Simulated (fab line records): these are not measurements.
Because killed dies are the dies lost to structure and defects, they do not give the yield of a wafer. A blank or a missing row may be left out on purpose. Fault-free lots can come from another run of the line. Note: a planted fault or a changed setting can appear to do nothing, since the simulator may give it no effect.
Chamber matching    flow n5 finfet    cmp-03 running N5_MOL_CONTACT_COAG_CMP_28: 4 sister chambers
The step polishes, stops on SiNx, t overpolish 0.85 s, target thk 14.522 nm. 8 wafers are shown with their chamber, then 8 later ones without.

WAFERS, EACH WITH ITS CHAMBER
wafer   chamber  motor current A (A)  time to endpoint s (s)
L078.4  3        13.2                 6.6
L087.2  3        12.2                 4.6
L092.1  0        11.9                 8.5
L092.6  1        11.4                 7.2
L094.2  1        12.0                 7.7
L094.3  0        12.0                 8.0
L094.4  2        10.5                 7.2
L095.2  2        10.6                 8.4

WAFERS MISSING THEIR CHAMBER
wafer   motor current A (A)  time to endpoint s (s)
L095.3  12.5                 8.6
L095.5  10.5                 5.1
L096.2  11.6                 2.9
L096.3  11.9                 9.5
L096.4  12.4                 5.8
L097.1  10.5                 8.7
L097.2  11.3                 6.0
L097.4  11.8                 7.3

WHICH CHAMBER EACH WENT THROUGH
wafer   from the rows above                in truth
L095.3  can't be placed: 0 or 1            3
L095.5  can't be placed: 2 or 1 or 0       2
L096.2  can't be placed: 3 or 1            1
L096.3  can't be placed: 0 or 1            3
L096.4  can't be placed: 3 or 1            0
L097.1  2                                  2
L097.2  can't be placed: 1 or 2 or 0 or 3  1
L097.4  can't be placed: 1 or 0            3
1 of 8 placed correctly. These rows do not allow placing 7 (true chamber among the candidates in 3). Placed wrongly: 0.
How it was worked out, from the rows above alone: a wafer's distance from a chamber is the root of the sum, over the readings, of the square of ((its reading less the chamber's mean) divided by the reading's scatter). If the next closest chamber is less than 2 further off than the closest, the wafer can't be placed; otherwise it belongs to the closest. The mean given for a chamber averages the wafers shown for that chamber. The scatter: the root of (the sum of the squares of (reading less its chamber's mean) over the shown wafers, divided by (wafers less chambers)).
